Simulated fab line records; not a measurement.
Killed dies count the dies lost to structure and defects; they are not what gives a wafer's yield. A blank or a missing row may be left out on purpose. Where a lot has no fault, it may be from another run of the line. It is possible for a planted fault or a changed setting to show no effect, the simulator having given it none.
Which of the tools did it?    flow nandHarc    33 wafers from 11 lots sampled at 2 of the route's 1302 steps

WHAT EACH GAUGE READ, for each wafer
NHARC_P_ZERO_WELL_CD_MEAS_24: target cd 720 nm.
lot   measured      on        cdNm (nm)
L573  day 1 22:37   cdSem-01  724.3 722.8 723.2
L574  day 2 09:05   cdSem-01  716.4 717.7 717.5
L577  day 3 14:32   cdSem-01  721.1 721.7 717.9
L578  day 4 00:28   cdSem-02  720.4 719.2 721.4
L579  day 4 10:47   cdSem-03  718.9 721.8 720.5
L580  day 4 20:35   cdSem-02  719.9 719.1 719.2
L581  day 5 06:35   cdSem-01  718.0 718.2 716.9
L582  day 5 16:54   cdSem-01  721.0 719.3 719.4
L585  day 6 22:34   cdSem-01  713.2 713.5 709.6
L595  day 11 02:28  cdSem-02  718.3 719.5 724.4
L596  day 11 12:31  cdSem-03  720.6 719.2 719.6

TOOL THAT RAN EACH LOT (tool first, then ch and the chambers of the sampled wafers, then the start)
lot   NHARC_P_ZERO_WELL_EXPOSE_21
L573  krfScanner-04 ch 0, day 1 22:28
L574  krfScanner-02 ch 0, day 2 08:55
L577  krfScanner-03 ch 0, day 3 14:23
L578  krfScanner-04 ch 0, day 4 00:18
L579  krfScanner-02 ch 0, day 4 10:38
L580  krfScanner-04 ch 0, day 4 20:25
L581  krfScanner-02 ch 0, day 5 06:25
L582  krfScanner-04 ch 0, day 5 16:44
L585  krfScanner-02 ch 0, day 6 22:25
L595  krfScanner-03 ch 0, day 11 02:18
L596  krfScanner-03 ch 0, day 11 12:22
- NHARC_P_ZERO_WELL_EXPOSE_21: exposes mask P NWELL, target cd 720 nm.

THE ANSWER, worked out from the rows above alone
Rule: usual is defined by the lots themselves. The widest of any qualifying gaps counts: lots, ordered by their means at a reading, are off when they make up no more than a third of the lots, leave a main group of 4 or more, and stand apart from it by 3 or more times the standard deviation of that group's means. Not used: any main group whose means are identical at the precision the tables above print for the reading. A lot without any number at a reading at which 4 lots or more have one is off too. Where the step has rows for the other lots, those lots are counted as sound.
Off, at NHARC_P_ZERO_WELL_CD_MEAS_24 on cdNm: L585. The main group: mean 719.9 nm, standard deviation 1.6.
If a tool, at a process step before that reading, ran all the lots that are off and no sound lot after the first of them, it fits. The gauges at NHARC_P_ZERO_WELL_CD_MEAS_24 are tried like those tools. Undecided on this evidence; 2 tools fit (krfScanner-02 at NHARC_P_ZERO_WELL_EXPOSE_21, cdSem-01 at NHARC_P_ZERO_WELL_CD_MEAS_24).

WHAT THE SIMULATOR PUT IN
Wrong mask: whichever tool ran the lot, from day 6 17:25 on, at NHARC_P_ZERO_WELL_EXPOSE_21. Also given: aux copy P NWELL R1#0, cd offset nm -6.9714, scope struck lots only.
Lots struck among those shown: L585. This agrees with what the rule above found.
